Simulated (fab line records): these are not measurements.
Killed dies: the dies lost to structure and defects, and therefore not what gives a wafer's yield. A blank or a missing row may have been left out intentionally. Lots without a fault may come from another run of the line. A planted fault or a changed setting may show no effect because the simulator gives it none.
fab line records -- flow n5-finfet -- part 1 of 2: steps 1 to 4 of 6
record: lots: 23, wafers: 69, last-day: 18
route steps=1938 shown BEOL_M8@1367 BEOL_M9@1445 BEOL_M10@1490
lots that met no fault: from a run of the same line without faults
start-h: hours from the record's first day to the start of the lot's first wafer shown -- wait-h: time in hours since the lot's previous step -- " as in the row above -- L1.1+2: a row that stands for several wafers -- - either no value or no given start -- * or withheld: withheld -- < > ~ a bound
route shown NAME@n: a module of which the file shows steps, and the number in the route of the first -- usual: mean and standard deviation over wafers with no fault -- same: alike in all rows -- chamber/n: place in a boat -- sites: each site's reading -- _std_site: the values' standard deviation -- _edge_site: outer sites' mean less inner sites' -- radius-mm: how far each site lies from the wafer's centre -- mask NAME#n: copy n -- behind: the last tool/chamber to shape the wafer -- hold: why the lot was held/for how many hours/how that ended -- device: names the non-switching transistor (n, p or np) -- end of line: at the end of the route, the tests of the same wafers -- where a step has no rows: the recipe by itself -- killed: dies lost to structure and defects at the first sort, not the wafer's yield -- map: shows each die of a wafer: x if killed, . if not, _ if none is there
set.NAME: setting as actually run; set.NAME@STEP: the setting as run at that earlier step -- model.NAME: the simulator's own value behind a step, which no gauge read
a sample of lots followed through the steps of the route, with each step as a table and each wafer as a row
services: when a tool's chamber went out of use (start-h, in hours from the record's first day, below 0 if earlier), for how many hours, and the reason
== steps ==
step: N5_BEOL_M8_INSPECT_30
recipe: mode: adi, inspect-instrument: brightfield
usual: raw-defect-count: 387/84
lot.wafer,tool,chamber,start-h,wait-h,raw-defect-count
L074.4,defect-inspect-02,-,211.99,0.0,428
L074.5,defect-inspect-02,-,211.99,0.0,333
L074.6,defect-inspect-02,-,211.99,0.0,388
L075.2,defect-inspect-01,-,218.14,0.0,365
L075.4,defect-inspect-01,-,218.14,0.0,376
L075.6,defect-inspect-01,-,218.14,0.0,316
L077.1,defect-inspect-02,-,219.10,0.1,332
L077.2,defect-inspect-02,-,219.10,0.1,416
L077.5,defect-inspect-02,-,219.10,0.1,355
L076.2,defect-inspect-02,-,222.56,0.0,464
L076.3,defect-inspect-02,-,222.56,0.0,449
L076.5,defect-inspect-02,-,222.56,0.0,461
L079.3,defect-inspect-01,-,248.58,0.0,315
L079.4,defect-inspect-01,-,248.58,0.0,339
L079.5,defect-inspect-01,-,248.58,0.0,406
L078.2,defect-inspect-01,-,248.62,0.0,328
L078.5,defect-inspect-01,-,248.62,0.0,473
L078.6,defect-inspect-01,-,248.62,0.0,261
L082.1,defect-inspect-01,-,261.53,0.1,397
L082.3,defect-inspect-01,-,261.53,0.1,494
L082.5,defect-inspect-01,-,261.53,0.1,359
L080.2,defect-inspect-02,-,261.57,0.0,437
L080.5,defect-inspect-02,-,261.57,0.0,581
L080.6,defect-inspect-02,-,261.57,0.0,496
L081.2,defect-inspect-01,-,262.42,0.0,294
L081.4,defect-inspect-01,-,262.42,0.0,295
L081.5,defect-inspect-01,-,262.42,0.0,321
L085.1,defect-inspect-01,-,271.20,0.1,343
L085.2,defect-inspect-01,-,271.20,0.1,372
L085.6,defect-inspect-01,-,271.20,0.1,452
L083.1,defect-inspect-02,-,276.90,0.1,455
L083.3,defect-inspect-02,-,276.90,0.1,466
L083.4,defect-inspect-02,-,276.90,0.1,313
L087.3,defect-inspect-02,-,280.90,0.0,388
L087.4,defect-inspect-02,-,280.90,0.0,455
L087.5,defect-inspect-02,-,280.90,0.0,428
L084.2,defect-inspect-01,-,280.99,0.0,361
L084.4,defect-inspect-01,-,280.99,0.0,407
L084.6,defect-inspect-01,-,280.99,0.0,482
L086.3,defect-inspect-02,-,282.66,0.0,433
L086.4,defect-inspect-02,-,282.66,0.0,498
L086.5,defect-inspect-02,-,282.66,0.0,337
L089.2,defect-inspect-01,-,298.36,0.0,341
L089.3,defect-inspect-01,-,298.36,0.0,420
L089.5,defect-inspect-01,-,298.36,0.0,381
L090.3,defect-inspect-01,-,312.91,0.0,689
L090.4,defect-inspect-01,-,312.91,0.0,546
L090.5,defect-inspect-01,-,312.91,0.0,423
L092.1,defect-inspect-02,-,322.73,0.1,433
L092.2,defect-inspect-02,-,322.73,0.1,568
L092.3,defect-inspect-02,-,322.73,0.1,509
L091.1,defect-inspect-01,-,322.90,0.1,290
L091.2,defect-inspect-01,-,322.90,0.1,378
L091.3,defect-inspect-01,-,322.90,0.1,347
L093.2,defect-inspect-02,-,331.28,0.0,453
L093.3,defect-inspect-02,-,331.28,0.0,415
L093.4,defect-inspect-02,-,331.28,0.0,453
L094.1,defect-inspect-01,-,338.61,0.1,402
L094.5,defect-inspect-01,-,338.61,0.1,512
L094.6,defect-inspect-01,-,338.61,0.1,534
L097.2,defect-inspect-02,-,349.52,0.0,246
L097.4,defect-inspect-02,-,349.52,0.0,263
L097.5,defect-inspect-02,-,349.52,0.0,281
L096.1,defect-inspect-02,-,353.83,0.1,458
L096.2,defect-inspect-02,-,353.83,0.1,374
L096.4,defect-inspect-02,-,353.83,0.1,329
L095.2,defect-inspect-02,-,354.01,0.0,444
L095.3,defect-inspect-02,-,354.01,0.0,328
L095.4,defect-inspect-02,-,354.01,0.0,507
step: N5_BEOL_M8_TRENCH_ETCH_37
recipe: chemistry: C4F6/O2, target-depth-a: 934.78, target: SiCOH_lowk, time-s: 31.2, ion-energy-ev: 250, pressure-mtorr: 30, source-w: 345, bias-w: 185, Ar_flow_sccm: 300, C4F6_flow_sccm: 10, O2_flow_sccm: 10
usual: drypump-motor-current-A: 5.6/0.51, oes-product-au: 0.77/0.052, rf-vpp-V: 664/14, showerhead-plenum-p-Torr: 2.83/0.071, throttle-valve-pct: 20.96/0.24
lot.wafer,tool,chamber,start-h,wait-h,drypump-motor-current-A,oes-product-au,rf-hours-counter-h,rf-vpp-V,showerhead-plenum-p-Torr,throttle-valve-pct
L074.4,rie-diel-06,3,-,-,6.6,0.78,102,667,2.88,21.13
L074.5,rie-diel-06,0,-,-,6.2,0.85,-,655,2.80,21.11
L074.6,rie-diel-06,1,-,-,4.8,0.72,-,686,2.72,21.04
L075.2,rie-diel-02,0,-,-,5.4,0.71,167,661,2.84,21.13
L075.4,rie-diel-02,1,-,-,5.0,0.82,52,665,2.81,21.11
L075.6,rie-diel-02,0,-,-,5.4,0.71,-,661,2.84,21.15
L077.1,rie-diel-06,2,-,-,5.4,0.78,108,665,2.77,20.95
L077.2,rie-diel-06,0,-,-,6.2,0.85,49,655,2.80,21.12
L077.5,rie-diel-06,1,-,-,4.8,0.73,-,688,2.72,21.05
L076.2,rie-diel-03,1,-,-,6.1,0.87,56,692,2.90,20.74
L076.3,rie-diel-03,0,-,-,5.5,0.82,87,678,2.97,20.34
L076.5,rie-diel-03,1,-,-,6.1,0.87,-,688,2.90,20.71
L079.3,rie-diel-06,0,-,-,6.2,0.83,60,655,2.79,21.13
L079.4,rie-diel-06,3,-,-,6.6,0.77,113,668,2.88,21.16
L079.5,rie-diel-06,2,-,-,5.4,0.78,-,666,2.76,20.97
L078.2,rie-diel-03,3,-,-,6.0,0.73,156,658,2.83,20.67
L078.5,rie-diel-03,0,-,-,5.5,0.81,-,678,2.97,20.36
L078.6,rie-diel-03,3,-,-,6.0,0.73,-,658,2.83,20.64
L082.1,rie-diel-02,1,-,-,5.0,0.81,68,664,2.80,21.13
L082.3,rie-diel-02,2,-,-,5.1,0.86,57,639,2.77,21.15
L082.5,rie-diel-02,1,-,-,5.1,0.81,-,665,2.80,21.13
L080.2,rie-diel-02,1,-,-,5.0,0.81,68,663,2.80,21.12
L080.5,rie-diel-02,0,-,-,5.4,0.69,-,660,2.84,21.17
L080.6,rie-diel-02,3,-,-,5.4,0.74,-,658,2.94,20.97
L081.2,rie-diel-06,3,-,-,6.6,0.77,118,667,2.87,21.16
L081.4,rie-diel-06,0,-,-,6.2,0.83,65,654,2.79,21.15
L081.5,rie-diel-06,1,-,-,4.8,0.72,-,685,2.71,21.06
L085.1,rie-diel-02,0,-,-,5.4,0.69,187,660,2.83,21.18
L085.2,rie-diel-02,1,-,-,5.0,0.80,71,665,2.80,21.13
L085.6,rie-diel-02,1,-,-,5.0,0.79,-,664,2.80,21.14
L083.1,rie-diel-02,2,-,-,5.1,0.85,63,637,2.77,21.15
L083.3,rie-diel-02,3,-,-,5.4,0.72,180,658,2.94,21.00
L083.4,rie-diel-02,0,-,-,5.4,0.69,189,659,2.83,21.18
L087.3,rie-diel-02,2,-,-,5.1,0.85,65,638,2.77,21.15
L087.4,rie-diel-02,1,-,-,5.0,0.80,76,664,2.80,21.15
L087.5,rie-diel-02,2,-,-,5.1,0.85,-,636,2.77,21.17
L084.2,rie-diel-03,0,-,-,5.5,0.80,107,678,2.96,20.35
L084.4,rie-diel-03,1,-,-,6.1,0.84,76,689,2.89,20.76
L084.6,rie-diel-03,1,-,-,6.1,0.83,-,689,2.89,20.75
L086.3,rie-diel-06,3,-,-,6.6,0.77,125,668,2.87,21.18
L086.4,rie-diel-06,1,-,-,4.8,0.71,-,686,2.71,21.08
L086.5,rie-diel-06,0,-,-,6.3,0.83,-,654,2.79,21.15
L089.2,rie-diel-02,0,-,-,5.4,0.69,197,660,2.83,21.18
L089.3,rie-diel-02,2,-,-,5.1,0.83,71,639,2.77,21.17
L089.5,rie-diel-02,2,-,-,5.1,0.84,-,638,2.77,21.15
L090.3,rie-diel-02,1,-,-,5.0,0.78,87,664,2.79,21.16
L090.4,rie-diel-02,3,-,-,5.4,0.72,192,659,2.93,21.02
L090.5,rie-diel-02,3,-,-,5.4,0.72,-,659,2.94,21.01
L092.1,rie-diel-02,2,-,-,5.1,0.82,79,637,2.76,21.19
L092.2,rie-diel-02,0,-,-,5.4,0.69,205,659,2.83,21.20
L092.3,rie-diel-02,3,-,-,5.4,0.72,195,660,2.93,21.03
L091.1,rie-diel-06,2,-,-,5.4,0.75,143,666,2.75,21.01
L091.2,rie-diel-06,3,-,-,6.6,0.75,137,665,2.86,21.19
L091.3,rie-diel-06,0,-,-,6.3,0.80,85,654,2.78,21.16
L093.2,rie-diel-06,1,-,-,4.9,0.70,216,687,2.70,21.12
L093.3,rie-diel-06,0,-,-,6.3,0.81,88,653,2.78,21.18
L093.4,rie-diel-06,2,-,-,5.4,0.75,146,666,2.75,21.00
L094.1,rie-diel-03,0,-,-,5.4,0.78,129,678,2.95,20.40
L094.5,rie-diel-03,3,-,-,6.0,0.71,-,659,2.82,20.69
L094.6,rie-diel-03,2,-,-,5.6,0.80,-,660,2.88,20.62
L097.2,rie-diel-06,3,-,-,6.6,0.74,145,667,2.86,21.22
L097.4,rie-diel-06,2,-,-,5.5,0.75,152,666,2.75,21.01
L097.5,rie-diel-06,3,-,-,6.6,0.74,-,666,2.86,21.21
L096.1,rie-diel-03,1,-,-,6.2,0.81,102,688,2.88,20.79
L096.2,rie-diel-03,3,-,-,6.0,0.71,190,657,2.81,20.69
L096.4,rie-diel-03,2,-,-,5.6,0.79,91,657,2.88,20.62
L095.2,rie-diel-03,1,-,-,6.2,0.81,102,689,2.88,20.79
L095.3,rie-diel-03,0,-,-,5.5,0.77,134,676,2.95,20.41
L095.4,rie-diel-03,3,-,-,6.0,0.71,191,658,2.81,20.69
step: N5_BEOL_M8_CMP_52
recipe: stop-on: SiCOH_lowk, t-overpolish-s: 6.9, down-force-psi: 1, platen-rpm: 50, clearing-platen-down-force-psi: 1.5, clearing-platen-rpm: 50, post-cmp-clean: cu-alkaline, target-thk-nm: 80, clearing-platen-pad-velocity-m-s: 0.99484, pad-velocity-m-s: 0.99484
usual: barrier-field-endpoint-s: 29.0/0.79, clearing-platen-down-force-psi: 1.500/0.003, edge-zone-pressure-frac: 0.999/0.0049, motor-current-A: 6.0/0.93, overpolish-run-s: 6.900/0.0082, retaining-ring-pressure-frac: 1.000/0.0049, time-to-endpoint-s: 63/3.6
lot.wafer,tool,chamber,start-h,wait-h,barrier-field-endpoint-s,clearing-platen-down-force-psi,edge-zone-pressure-frac,motor-current-A,overpolish-run-s,retaining-ring-pressure-frac,time-to-endpoint-s
L074.4,cmp-03,0,214.84,0.2,28.5,1.499,1.001,5.4,6.890,1.005,60
L074.6,cmp-03,3,214.84,0.2,27.4,1.501,1.000,6.5,6.889,1.006,54
L074.5,cmp-03,0,214.84,0.2,28.8,1.499,1.005,5.1,6.894,1.001,58
L075.2,cmp-04,0,221.16,0.3,27.7,1.502,1.006,5.3,6.897,0.992,61
L075.4,cmp-04,1,221.16,0.3,28.9,1.494,0.995,5.3,6.892,1.000,69
L075.6,cmp-04,2,221.16,0.3,29.2,1.498,1.008,5.1,6.906,0.993,69
L077.2,cmp-03,3,223.23,0.2,27.6,1.495,0.999,6.6,6.906,0.994,58
L077.1,cmp-03,1,223.23,0.2,28.3,1.500,0.993,6.0,6.910,0.996,63
L077.5,cmp-03,0,223.23,0.2,28.3,1.503,0.998,5.6,6.901,1.002,58
L076.2,cmp-04,1,225.66,0.3,30.7,1.500,1.001,5.4,6.898,1.002,68
L076.3,cmp-04,2,225.66,0.3,29.4,1.499,0.995,5.3,6.902,1.003,67
L076.5,cmp-04,1,225.66,0.3,29.6,1.498,1.002,5.3,6.888,1.001,67
L079.3,cmp-04,3,253.30,0.2,28.0,1.495,0.995,6.5,6.897,1.007,65
L079.4,cmp-04,0,253.30,0.2,27.7,1.497,1.005,5.5,6.890,1.005,58
L079.5,cmp-04,0,253.30,0.2,27.4,1.497,0.998,5.5,6.890,0.994,60
L078.2,cmp-01,2,253.65,0.3,28.0,1.498,1.002,7.6,6.902,0.998,61
L078.6,cmp-01,3,253.65,0.3,29.1,1.501,1.006,6.2,6.899,1.000,64
L078.5,cmp-01,0,253.65,0.3,27.8,1.495,0.994,6.8,6.894,1.000,60
L082.1,cmp-01,0,264.10,0.4,28.6,1.502,0.997,6.2,6.916,1.000,62
L082.3,cmp-01,3,264.10,0.4,28.9,1.498,0.998,6.4,6.904,0.996,62
L082.5,cmp-01,0,264.10,0.4,28.7,1.500,1.000,6.8,6.900,1.000,60
L080.2,cmp-01,2,266.44,0.3,29.2,1.500,0.997,8.2,6.901,0.999,61
L080.5,cmp-01,0,266.44,0.3,29.3,1.500,0.985,6.2,6.900,1.002,62
L080.6,cmp-01,1,266.44,0.3,29.6,1.497,1.003,7.2,6.909,1.010,63
L081.4,cmp-04,3,266.68,0.1,29.1,1.503,0.995,6.3,6.907,1.012,64
L081.2,cmp-04,2,266.68,0.1,29.1,1.500,0.988,5.1,6.894,1.005,65
L081.5,cmp-04,0,266.68,0.1,29.0,1.503,1.001,5.1,6.907,1.003,62
L085.1,cmp-04,2,274.92,0.3,29.6,1.494,0.996,5.3,6.907,0.998,71
L085.2,cmp-04,0,274.92,0.3,27.6,1.495,1.003,5.4,6.909,1.005,59
L085.6,cmp-04,2,274.92,0.3,29.4,1.495,0.990,5.1,6.889,0.997,68
L083.4,cmp-01,1,279.51,0.1,30.7,1.503,0.999,7.3,6.902,1.005,65
L083.3,cmp-01,2,279.51,0.1,28.6,1.505,1.004,8.1,6.898,0.999,66
L083.1,cmp-01,3,279.51,0.1,29.1,1.497,1.001,6.4,6.897,0.998,65
L087.3,cmp-04,0,283.77,0.2,28.2,1.507,1.004,5.3,6.904,0.990,59
L087.4,cmp-04,1,283.77,0.2,29.8,1.496,0.987,5.2,6.895,1.007,65
L087.5,cmp-04,3,283.77,0.2,29.9,1.502,0.993,6.7,6.891,0.998,63
L084.2,cmp-04,1,284.91,0.3,30.3,1.494,0.993,5.0,6.904,0.997,70
L084.4,cmp-04,2,284.91,0.3,29.7,1.503,1.001,5.1,6.899,1.003,67
L084.6,cmp-04,1,284.91,0.3,30.1,1.498,0.997,5.3,6.893,0.991,68
L086.3,cmp-01,2,285.35,0.2,28.5,1.506,1.009,8.4,6.891,1.002,64
L086.4,cmp-01,3,285.35,0.2,29.6,1.503,0.991,6.1,6.905,1.002,65
L086.5,cmp-01,1,285.35,0.2,29.0,1.500,0.994,7.1,6.907,0.995,68
L089.2,cmp-04,3,301.36,0.3,27.6,1.501,0.999,6.3,6.904,1.002,61
L089.3,cmp-04,0,301.36,0.3,27.3,1.499,1.002,5.4,6.888,0.996,59
L089.5,cmp-04,2,301.36,0.3,29.1,1.502,1.002,5.3,6.900,0.996,68
L090.4,cmp-04,0,316.67,0.1,29.3,1.500,1.003,5.1,6.895,0.996,61
L090.3,cmp-04,2,316.67,0.1,30.2,1.504,1.001,5.0,6.904,1.002,70
L090.5,cmp-04,1,316.67,0.1,30.2,1.502,1.002,5.0,6.911,0.994,70
L092.2,cmp-03,0,325.35,0.2,28.9,1.501,0.993,5.4,6.904,1.000,61
L092.1,cmp-03,2,325.35,0.2,29.4,1.500,1.004,4.6,6.896,1.000,63
L092.3,cmp-03,3,325.35,0.2,28.8,1.505,1.003,6.5,6.887,1.010,61
L091.3,cmp-03,0,326.13,0.2,29.5,1.500,1.004,5.3,6.882,0.995,65
L091.2,cmp-03,1,326.13,0.2,30.4,1.504,1.001,6.3,6.891,0.997,70
L091.1,cmp-03,2,326.13,0.2,29.8,1.502,1.004,4.6,6.899,1.007,67
L093.4,cmp-03,2,335.60,0.3,30.0,1.498,0.990,4.5,6.899,1.004,67
L093.2,cmp-03,3,335.60,0.3,28.3,1.497,0.993,6.4,6.909,1.002,60
L093.3,cmp-03,0,335.60,0.3,29.5,1.502,0.998,5.3,6.912,0.999,65
L094.1,cmp-03,0,342.38,0.3,30.0,1.501,1.003,5.3,6.903,1.005,65
L094.6,cmp-03,0,342.38,0.3,29.6,1.505,1.002,5.2,6.902,0.996,63
L094.5,cmp-03,1,342.38,0.3,30.4,1.503,0.995,6.0,6.904,0.996,65
L097.2,cmp-01,0,351.88,0.2,28.8,1.502,0.998,6.9,6.899,0.999,62
L097.4,cmp-01,1,351.88,0.2,28.9,1.499,0.996,7.4,6.911,0.998,61
L097.5,cmp-01,0,351.88,0.2,28.4,1.505,1.003,6.8,6.888,1.000,60
L096.1,cmp-04,1,356.78,0.3,29.0,1.501,1.006,5.2,6.901,1.002,69
L096.2,cmp-04,2,356.78,0.3,28.5,1.502,0.999,5.4,6.911,1.000,66
L096.4,cmp-04,3,356.78,0.3,28.6,1.494,1.000,6.2,6.900,0.995,64
L095.2,cmp-01,2,357.41,0.2,28.6,1.496,0.996,7.7,6.907,0.994,63
L095.4,cmp-01,3,357.41,0.2,29.6,1.503,0.998,6.6,6.900,1.000,63
L095.3,cmp-01,0,357.41,0.2,28.8,1.502,1.000,6.4,6.902,0.998,58
step: N5_BEOL_M9_STRIP_36
recipe: chemistry: N2/H2, power-w: 450, temp-c: 40, pressure-mtorr: 20, rf-frequency-hz: 6e+07, overash-fraction: 0.3, bias-power-w: 7, h2-frac: 0.5, n2-flow-sccm: 200, h2-flow-sccm: 200
usual: drypump-motor-current-A: 5.6/0.31, oes-product-au: 0.78/0.097, rf-vpp-V: 59.1/1.5, showerhead-plenum-p-Torr: 2.52/0.067, temp-c: 40.02/0.11, throttle-valve-pct: 23.52/0.13
lot.wafer,tool,chamber,start-h,wait-h,drypump-motor-current-A,oes-product-au,rf-hours-counter-h,rf-vpp-V,showerhead-plenum-p-Torr,temp-c,throttle-valve-pct
L074.4,rie-diel-04,2,219.15,0.0,6.2,0.88,-,59.9,2.48,40.00,23.15
L074.5,rie-diel-04,3,219.15,0.0,5.9,0.95,-,58.9,2.60,39.98,23.58
L074.6,rie-diel-04,1,219.15,0.0,6.3,0.68,-,59.1,2.59,39.93,23.67
L075.2,rie-diel-04,2,224.83,0.0,6.2,0.86,41,61.0,2.48,40.02,23.15
L075.4,rie-diel-04,3,224.83,0.0,5.9,0.94,-,60.6,2.60,40.01,23.62
L075.6,rie-diel-04,1,224.83,0.0,6.3,0.68,-,58.3,2.59,39.85,23.67
L077.1,rie-diel-05,3,228.91,0.0,5.6,0.68,226,59.0,2.51,40.17,23.48
L077.2,rie-diel-05,1,228.91,0.0,5.2,0.73,158,57.2,2.54,40.20,23.39
L077.5,rie-diel-05,2,228.91,0.0,5.9,0.70,-,57.6,2.51,40.07,23.57
L076.2,rie-diel-05,3,232.25,0.0,5.6,0.67,227,60.8,2.51,39.86,23.48
L076.3,rie-diel-05,0,232.25,0.0,5.4,0.88,39,58.3,2.70,40.06,23.49
L076.5,rie-diel-05,2,232.25,0.0,5.9,0.70,-,59.3,2.51,39.96,23.57
L079.3,rie-diel-05,2,261.81,0.0,5.9,0.70,236,59.3,2.50,40.13,23.57
L079.4,rie-diel-05,0,261.81,0.0,5.4,0.87,47,58.6,2.69,40.23,23.52
L079.5,rie-diel-05,1,261.81,0.0,5.2,0.73,-,59.9,2.54,40.11,23.41
L078.2,rie-diel-01,3,262.23,0.0,5.7,0.70,166,57.3,2.43,40.04,23.59
L078.5,rie-diel-01,1,262.23,0.0,5.6,0.71,-,61.8,2.52,40.13,23.48
L078.6,rie-diel-01,3,262.23,0.0,5.7,0.71,-,58.4,2.43,39.88,23.57
L082.1,rie-diel-04,1,268.89,0.0,6.3,0.67,248,60.2,2.59,40.09,23.68
L082.3,rie-diel-04,2,268.89,0.0,6.2,0.83,55,61.1,2.48,39.96,23.15
L082.5,rie-diel-04,3,268.89,0.0,5.9,0.90,-,61.0,2.60,39.98,23.63
L080.2,rie-diel-01,3,270.88,0.0,5.7,0.70,170,59.0,2.43,39.94,23.61
L080.5,rie-diel-01,1,270.88,0.0,5.6,0.71,-,60.9,2.52,40.07,23.49
L080.6,rie-diel-01,0,270.88,0.0,5.3,0.79,-,59.5,2.55,39.96,23.49
L081.2,rie-diel-05,3,271.37,0.0,5.6,0.67,237,58.9,2.50,39.90,23.50
L081.4,rie-diel-05,2,271.37,0.0,5.9,0.71,239,59.7,2.50,40.11,23.56
L081.5,rie-diel-05,0,271.37,0.0,5.4,0.86,-,61.3,2.69,40.21,23.52
L085.1,rie-diel-01,0,279.08,0.0,5.3,0.79,94,59.2,2.54,39.98,23.47
L085.2,rie-diel-01,1,279.08,0.0,5.5,0.70,204,59.9,2.52,40.20,23.51
L085.6,rie-diel-01,1,279.08,0.0,5.5,0.70,-,55.7,2.52,40.06,23.49
L083.1,rie-diel-01,3,284.03,0.0,5.7,0.70,175,61.2,2.42,39.91,23.57
L083.3,rie-diel-01,0,284.03,0.0,5.3,0.79,-,60.6,2.54,39.97,23.51
L083.4,rie-diel-01,3,284.03,0.0,5.7,0.70,-,55.0,2.42,39.87,23.62
L087.3,rie-diel-05,2,288.06,0.0,5.9,0.71,245,57.5,2.50,39.97,23.59
L087.4,rie-diel-05,3,288.06,0.0,5.6,0.66,243,60.2,2.50,39.97,23.50
L087.5,rie-diel-05,2,288.06,0.0,5.9,0.70,-,58.6,2.50,40.07,23.59
L086.3,rie-diel-01,3,292.63,0.0,5.6,0.70,177,55.8,2.42,39.90,23.60
L086.4,rie-diel-01,1,292.63,0.0,5.5,0.70,-,58.8,2.52,39.84,23.50
L086.5,rie-diel-01,3,292.63,0.0,5.7,0.70,-,59.1,2.42,40.07,23.59
L084.2,rie-diel-04,1,292.80,0.0,6.3,1.01,1,59.9,2.59,39.85,23.30
L084.4,rie-diel-04,3,292.80,0.0,5.9,0.88,30,59.7,2.59,39.77,23.61
L084.6,rie-diel-04,1,292.80,0.0,6.3,1.01,-,58.5,2.59,39.99,23.32
L089.2,rie-diel-01,0,305.63,0.0,5.3,0.77,105,59.4,2.54,39.99,23.47
L089.3,rie-diel-01,2,305.63,0.0,5.4,0.97,4,59.6,2.50,40.06,23.70
L089.5,rie-diel-01,2,305.63,0.0,5.4,0.98,-,61.4,2.49,39.98,23.69
L090.3,rie-diel-05,0,322.87,0.0,5.4,0.85,61,62.4,2.69,40.13,23.50
L090.4,rie-diel-05,3,322.87,0.0,5.6,0.65,-,59.7,2.50,40.04,23.50
L090.5,rie-diel-05,0,322.87,0.0,5.4,0.84,-,58.6,2.69,40.07,23.54
L092.1,rie-diel-04,2,331.40,0.0,6.2,0.81,78,58.2,2.47,40.00,23.22
L092.2,rie-diel-04,1,331.40,0.0,6.3,0.95,15,58.5,2.58,39.96,23.35
L092.3,rie-diel-04,0,331.40,0.0,5.6,0.88,37,61.2,2.60,40.06,23.54
L091.1,rie-diel-01,0,331.60,0.0,5.3,0.77,114,60.0,2.54,40.08,23.55
L091.2,rie-diel-01,2,331.60,0.0,5.4,0.93,13,57.3,2.49,39.96,23.71
L091.3,rie-diel-01,3,331.60,0.0,5.7,0.68,191,58.5,2.42,40.03,23.60
L093.2,rie-diel-01,2,340.96,0.0,5.4,0.92,17,61.9,2.49,39.96,23.72
L093.3,rie-diel-01,3,340.96,0.0,5.7,0.68,195,59.6,2.41,39.91,23.63
L093.4,rie-diel-01,0,340.96,0.0,5.3,0.76,117,61.7,2.53,39.96,23.51
L094.1,rie-diel-04,3,349.72,0.0,5.9,0.85,48,59.0,2.59,40.09,23.62
L094.5,rie-diel-04,1,349.72,0.0,6.3,0.93,-,59.2,2.58,39.96,23.36
L094.6,rie-diel-04,0,349.72,0.0,5.7,0.89,-,59.5,2.60,40.12,23.54
L097.2,rie-diel-01,3,358.82,0.0,5.7,0.69,199,58.4,2.41,40.03,23.64
L097.4,rie-diel-01,2,358.82,0.0,5.4,0.90,23,58.0,2.49,39.96,23.75
L097.5,rie-diel-01,2,358.82,0.0,5.3,0.90,-,58.1,2.49,39.92,23.74
L096.1,rie-diel-01,3,363.65,0.0,5.7,0.69,200,59.5,2.41,39.98,23.62
L096.2,rie-diel-01,1,363.65,0.0,5.5,0.70,232,59.1,2.50,39.99,23.53
L096.4,rie-diel-01,0,363.65,0.0,5.3,0.75,123,60.6,2.53,40.09,23.53
L095.2,rie-diel-01,1,364.08,0.0,5.5,0.69,232,59.8,2.51,39.99,23.52
L095.3,rie-diel-01,0,364.08,0.0,5.3,0.76,123,59.7,2.53,39.98,23.50
L095.4,rie-diel-01,2,364.08,0.0,5.4,0.90,25,57.6,2.49,40.24,23.73
